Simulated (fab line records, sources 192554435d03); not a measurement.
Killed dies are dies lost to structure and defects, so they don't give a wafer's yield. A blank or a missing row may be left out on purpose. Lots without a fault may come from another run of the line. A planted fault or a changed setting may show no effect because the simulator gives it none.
Split-lot experiment | flow n5_finfet | 7 lots, 21 wafers read, on a route of 1938 steps

THE SPLIT
At N5_BEOL_M4_DESCUM_33 (chemistry O2, time 7 s), the setting time_s was moved away from the recipe's 7 s on 8 of the 21 wafers read, by -21.7% to +11.9%. The other wafers ran this setting at the recipe's value.

FROM THE SPLIT TO THE READING: what the file shows between them, 3 steps
- N5_BEOL_M4_ETCH_77: etches underlayer in N2/H2, target depth 6.5 nm, time 5.2 s
- N5_BEOL_M4_ETCH_69: etches SiARC in CF4, target depth 15.6 nm, time 26 s
- N5_BEOL_M4_ALD_98: deposits SiO2, target thk 2.5 nm, pulse time 1 s, co reactant pulse time 1 s

THE READING
CAR-EUV_of_BEOL_M4_COAT_22.thk_nm (the simulator's own value, which no gauge read), in nm, at N5_BEOL_M4_ETCHBACK_99 (etches SiO2 in CHF3, target depth 5 nm, time 10.4 s). The file gives no usual value for it. The 13 wafers here that ran the recipe average 10.4 nm, standard deviation 0.072 nm.

wafer  | tool, chamber at the split | time_s as run, s | against the recipe | CAR-EUV_of_BEOL_M4_COAT_22.thk_nm, nm | against lot-mates on the recipe
L076.2 | rie_diel-01, 0             | 7                | recipe             | 10.4                                  | -
L076.3 | rie_diel-01, 3             | 7                | recipe             | 10.4                                  | -
L076.4 | rie_diel-01, 1             | 5.484            | -21.7%             | 11.2                                  | +0.8
L078.2 | rie_diel-04, 1             | 5.671            | -19.0%             | 11.4                                  | +0.8
L078.3 | rie_diel-04, 2             | 5.671            | -19.0%             | 11.2                                  | +0.6
L078.5 | rie_diel-04, 1             | 7                | recipe             | 10.6                                  | -
L079.2 | rie_diel-04, 0,2           | 7                | recipe             | 10.4                                  | -
L079.3 | rie_diel-04, 0,2           | 7                | recipe             | 10.4                                  | -
L079.5 | rie_diel-04, 1             | 5.698            | -18.6%             | 11.2                                  | +0.8
L080.4 | rie_diel-02, 1             | 7                | recipe             | 10.4                                  | -
L080.6 | rie_diel-02, 1             | 7                | recipe             | 10.4                                  | -
L080.5 | rie_diel-02, 0             | 7.832            | +11.9%             | 10                                    | -0.4
L093.1 | rie_diel-02, 2,0,2         | 7                | recipe             | 10.4                                  | -
L093.3 | rie_diel-02, 2,0,2         | 7                | recipe             | 10.4                                  | -
L093.6 | rie_diel-02, 2,0,2         | 7                | recipe             | 10.4                                  | -
L094.3 | rie_diel-04, 0,3           | 6.509            | -7.0%              | 10.8                                  | +0.2
L094.5 | rie_diel-04, 0,3           | 6.509            | -7.0%              | 10.8                                  | +0.2
L094.4 | rie_diel-04, 3             | 7                | recipe             | 10.6                                  | -
L095.2 | rie_diel-04, 0             | 5.681            | -18.8%             | 11.2                                  | +0.8
L095.3 | rie_diel-04, 3,1           | 7                | recipe             | 10.4                                  | -
L095.4 | rie_diel-04, 3,1           | 7                | recipe             | 10.4                                  | -
Where a row lists several chambers, the file gives one row for several wafers and doesn't say which wafer went through which chamber.

THE FIT
A straight line over all 21 wafers: CAR-EUV_of_BEOL_M4_COAT_22.thk_nm changes by -0.041 nm for each +1% of time_s; r = -0.98; the points scatter about the line by 0.083 nm.
The same after taking each lot's own level away (the mean of its wafers on the recipe; 21 wafers): -0.0382 nm for each +1%; r = -0.99; scatter 0.051 nm.
On that fit, the largest move of time_s shifts the reading by 0.83 nm.
The lots' own levels span 10.40 to 10.60 nm, that is 2.8 times the standard deviation above.
So the lot-to-lot level changes the slope little: the two slopes agree.
Check: with one of the wafers moved furthest among these (-21.7%) left out of the fit, the line predicts +0.835 nm for it against its lot-mates. It came out at +0.8 nm against them.

OTHER SPLITS ON THESE WAFERS
These wafers also went through other splits before the reading. Each is held against what the fit with the lots' levels taken away leaves over:
other split on the same wafers     | wafers away from the commonest value | r with CAR-EUV_of_BEOL_M4_COAT_22.thk_nm (lot level and that fit taken away)
N5_BEOL_M1_TRENCH_ETCH_37 time_s   | 6                                    | -0.04
N5_BEOL_M3_COAT_76 spin_rpm        | 10                                   | -0.12
N5_BEOL_M3_ETCH_77 h2_flow_sccm    | 8                                    | -0.05
N5_BEOL_M3_TRENCH_ETCH_37 source_w | 8                                    | +0.10

THE WHOLE CHAIN: every reading that the file lists as answering this split, in the file's order
step                   | what it does                                                | reading                                                                            | change (the file's fit)                | r (the file's)
N5_BEOL_M4_DESCUM_33   | chemistry O2, time 7 s                                      | CAR-EUV_of_BEOL_M4_COAT_22.thk_nm (the simulator's own value, which no gauge read) | -0.0407 nm for each +1% of the setting | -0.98
N5_BEOL_M4_ETCH_77     | etches underlayer in N2/H2, target depth 6.5 nm, time 5.2 s | CAR-EUV_of_BEOL_M4_COAT_22.thk_nm (the simulator's own value, which no gauge read) | -0.0375 nm for each +1% of the setting | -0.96
N5_BEOL_M4_ETCH_69     | etches SiARC in CF4, target depth 15.6 nm, time 26 s        | CAR-EUV_of_BEOL_M4_COAT_22.thk_nm (the simulator's own value, which no gauge read) | -0.035 nm for each +1% of the setting  | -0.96
N5_BEOL_M4_ETCHBACK_99 | etches SiO2 in CHF3, target depth 5 nm, time 10.4 s         | CAR-EUV_of_BEOL_M4_COAT_22.thk_nm (the simulator's own value, which no gauge read) | -0.0388 nm for each +1% of the setting | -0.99

THE FILE'S OWN FIT
CAR-EUV_of_BEOL_M4_COAT_22.thk_nm changes by -0.0388 nm for each +1% of time_s, r = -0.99.
